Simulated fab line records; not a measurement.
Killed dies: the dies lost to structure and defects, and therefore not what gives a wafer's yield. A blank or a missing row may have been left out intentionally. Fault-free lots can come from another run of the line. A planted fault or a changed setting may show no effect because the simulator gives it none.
fab line records + flow n5-finfet
[record]
- lots = 7
- wafers = 39
route steps=1938 shown TV_OPEN@1890
start-h: hours from the record's opening day to when the first of the lot's shown wafers began + wait-h: hours since the lot's step before + " the same as in the row above + L1.1+2: one row covering several wafers at once + - either no value or no given start + * or withheld: withheld + < > ~ a bound
route shown NAME@n: a module of which the file shows steps, and the number in the route of the first + usual: mean and standard deviation over wafers with no fault + same: alike in all rows + chamber/n: place in a boat + sites: the reading at each site + _std_site: standard deviation of those values + _edge_site: outer sites' mean less inner sites' + radius-mm: for every site, how far away it sits from the centre of the wafer + mask NAME#n: copy n + behind: the last tool/chamber to shape the wafer + hold: the reason the lot was held/the length of the hold in hours/how it ended + device: the n, p or np transistor that did not switch + end of line: the route-end tests of the same wafers + a step given without rows: its recipe and nothing more + killed: dies lost to structure and defects at the first sort, not the wafer's yield + map: the dies of a wafer, with x for killed, . for not killed, _ for no die there
set.NAME: setting as actually run; set.NAME@STEP: the setting as run at that earlier step + model.NAME: the simulator's own value behind a step, which no gauge read
lots with deliberately changed settings; one table per step, one row per wafer
[[steps]]
[step N5_PASSIVATION_ETCH_15]
[recipe]
- chemistry = CF4/N2
- target = SiCN
- target-depth-a = 750
- taper-deg = 2
- time-s = 81.2
- ion-energy-ev = 150
- mask-material = SiNx
- pressure-mtorr = 40
- source-w = 430
- bias-w = 70
- Ar_flow_sccm = 100
- cf4-flow-sccm = 60
- n2-flow-sccm = 60
| lot.wafer | tool        | chamber | start-h | wait-h | set.target-depth-a | model.etch.depth-nm |
|-----------|-------------|---------|---------|--------|--------------------|---------------------|
| L077.1    | rie-diel-02 | 1       | -       | -      | 750                | 64.33               |
| L077.2    | "           | 2       | "       | "      | 1097               | 94.7                |
| L077.3    | "           | 3       | "       | "      | 750                | 63.74               |
| L077.4    | "           | 0       | "       | "      | 1097               | 88.74               |
| L077.5    | "           | 3       | "       | "      | 750                | 64.13               |
| L077.6    | "           | 2       | "       | "      | 1097               | 94.99               |
| L080.1    | rie-diel-02 | 0       | -       | -      | 750                | 61.55               |
| L080.2    | "           | 1       | "       | "      | 750                | 64.02               |
| L080.3    | "           | 3       | "       | "      | 750                | 63.83               |
| L080.4    | "           | 2       | "       | "      | 750                | 64.42               |
| L080.5    | "           | 0       | "       | "      | 750                | 61.23               |
| L080.6    | "           | 1       | "       | "      | 750                | 63.98               |
| L082.1    | rie-diel-03 | 0       | -       | -      | 514.7              | 47.22               |
| L082.2    | "           | 1       | "       | "      | 750                | 66.3                |
| L082.3    | "           | 2       | "       | "      | 750                | 66.56               |
| L082.4    | "           | 3       | "       | "      | 514.7              | 45.12               |
| L082.5    | "           | 1       | "       | "      | 514.7              | 45.32               |
| L082.6    | "           | 2       | "       | "      | 750                | 66.53               |
| L086.1    | rie-diel-01 | 0       | -       | -      | 910.3              | 78.41               |
| L086.2    | "           | 2       | "       | "      | 750                | 65.92               |
| L086.3    | "           | 3       | "       | "      | 750                | 64.8                |
| L086.4    | "           | 1       | "       | "      | 750                | 68.22               |
| L086.5    | "           | 3       | "       | "      | 910.3              | 78.65               |
| L086.6    | "           | 2       | "       | "      | 910.3              | 80.12               |
| L089.1    | rie-diel-01 | 1       | -       | -      | 750                | 67.41               |
| L089.2    | "           | 2       | "       | "      | 750                | 65.86               |
| L089.3    | "           | 3       | "       | "      | 750                | 64.59               |
| L091.1    | rie-diel-01 | 1       | -       | -      | 750                | 67.56               |
| L091.2    | "           | 3       | "       | "      | 924.3              | 79.91               |
| L091.3    | "           | 0       | "       | "      | 924.3              | 79.01               |
| L091.4    | "           | 2       | "       | "      | 750                | 67.07               |
| L091.5    | "           | 2       | "       | "      | 750                | 66.39               |
| L091.6    | "           | 1       | "       | "      | 924.3              | 82.4                |
| L096.1    | rie-diel-01 | 1       | -       | -      | 750                | 66.59               |
| L096.2    | "           | 3       | "       | "      | 750                | 64.93               |
| L096.3    | "           | 0       | "       | "      | 750                | 64.02               |
| L096.4    | "           | 2       | "       | "      | 750                | 66.09               |
| L096.5    | "           | 3       | "       | "      | 750                | 65.13               |
| L096.6    | "           | 2       | "       | "      | 750                | 65.98               |
[[key]]
[split]
- step = N5_PASSIVATION_ETCH_15
- setting = target-depth-a
- stated = 750
- by = wafer
[response]
- step = N5_PASSIVATION_ETCH_15
- reading = model.etch.depth-nm
- change = +0.621
- per = 1%
- r = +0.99
